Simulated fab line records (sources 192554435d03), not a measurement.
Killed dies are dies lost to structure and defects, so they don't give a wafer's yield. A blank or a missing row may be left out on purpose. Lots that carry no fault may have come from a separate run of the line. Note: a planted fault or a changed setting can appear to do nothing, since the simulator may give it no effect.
Chamber matching + flow n5-finfet + rie-diel-01 running N5_BEOL_M0_SAQP_STRIP_108: 4 sister chambers
The step strips in N2/H2. 18 wafers are shown with their chamber, then 9 later ones without.

WAFERS WITH THEIR CHAMBER
| wafer  | chamber | showerhead-plenum-p-Torr (Torr) | throttle-valve-pct (%) | drypump-motor-current-A (A) |
|--------|---------|---------------------------------|------------------------|-----------------------------|
| L075.1 | 3       | 3.34                            | 19.4                   | 5.9                         |
| L075.2 | 0       | 3.40                            | 18.7                   | 6.2                         |
| L075.4 | 2       | 3.48                            | 19.2                   | 6.0                         |
| L082.3 | 1       | 3.29                            | 18.7                   | 6.1                         |
| L082.4 | 2       | 3.47                            | 19.2                   | 6.0                         |
| L082.6 | 2       | 3.47                            | 19.2                   | 6.0                         |
| L084.2 | 0       | 3.39                            | 18.3                   | 6.2                         |
| L084.4 | 2       | 3.47                            | 19.2                   | 6.1                         |
| L084.6 | 1       | 3.29                            | 18.7                   | 6.1                         |
| L085.1 | 0       | 3.39                            | 18.3                   | 6.2                         |
| L085.2 | 2       | 3.47                            | 19.2                   | 6.0                         |
| L085.6 | 3       | 3.33                            | 19.5                   | 5.8                         |
| L087.2 | 3       | 3.33                            | 19.5                   | 5.9                         |
| L087.3 | 2       | 3.47                            | 19.2                   | 6.1                         |
| L087.6 | 3       | 3.33                            | 19.5                   | 5.9                         |
| L088.1 | 1       | 3.29                            | 18.7                   | 6.1                         |
| L088.2 | 3       | 3.33                            | 19.5                   | 5.8                         |
| L088.3 | 2       | 3.47                            | 19.2                   | 6.1                         |

SIGNATURES (means of the wafers above)
| reading                  | chamber 0 | chamber 1 | chamber 2 | chamber 3 | scatter within a chamber |
|--------------------------|-----------|-----------|-----------|-----------|--------------------------|
| showerhead-plenum-p-Torr | 3.3933    | 3.2900    | 3.4714    | 3.3320    | 0.00407                  |
| throttle-valve-pct       | 18.433    | 18.700    | 19.200    | 19.480    | 0.0905                   |
| drypump-motor-current-A  | 6.200     | 6.100     | 6.043     | 5.860     | 0.0456                   |
Rule: for a wafer and a chamber, the distance is found by dividing, reading by reading, the gap between the wafer's reading and the chamber's mean by the reading's scatter, squaring, summing and taking the root. The wafer belongs to the nearest chamber; if the next one is less than 2 further off, it can't be placed. The scatter: take each reading less its chamber's mean, square it, sum over the shown wafers, divide by the number of wafers less the number of chambers, and take the root.

WAFERS MISSING THEIR CHAMBER
| wafer  | showerhead-plenum-p-Torr (Torr) | throttle-valve-pct (%) | drypump-motor-current-A (A) |
|--------|---------------------------------|------------------------|-----------------------------|
| L090.1 | 3.32                            | 19.5                   | 5.9                         |
| L090.3 | 3.39                            | 18.3                   | 6.2                         |
| L090.5 | 3.46                            | 19.2                   | 6.0                         |
| L095.1 | 3.46                            | 19.2                   | 6.1                         |
| L095.2 | 3.32                            | 19.5                   | 5.9                         |
| L095.4 | 3.28                            | 18.8                   | 6.1                         |
| L096.4 | 3.38                            | 18.3                   | 6.2                         |
| L096.5 | 3.46                            | 19.2                   | 6.0                         |
| L096.6 | 3.32                            | 19.5                   | 5.9                         |

CHAMBER TAKEN BY EACH
| wafer  | from the rows above | in truth |
|--------|---------------------|----------|
| L090.1 | 3                   | 3        |
| L090.3 | 0                   | 0        |
| L090.5 | 2                   | 2        |
| L095.1 | 2                   | 2        |
| L095.2 | 3                   | 3        |
| L095.4 | 1                   | 1        |
| L096.4 | 0                   | 0        |
| L096.5 | 2                   | 2        |
| L096.6 | 3                   | 3        |
9 of 9 placed correctly. Left unplaced by these rows: 0. Placed wrongly: 0.
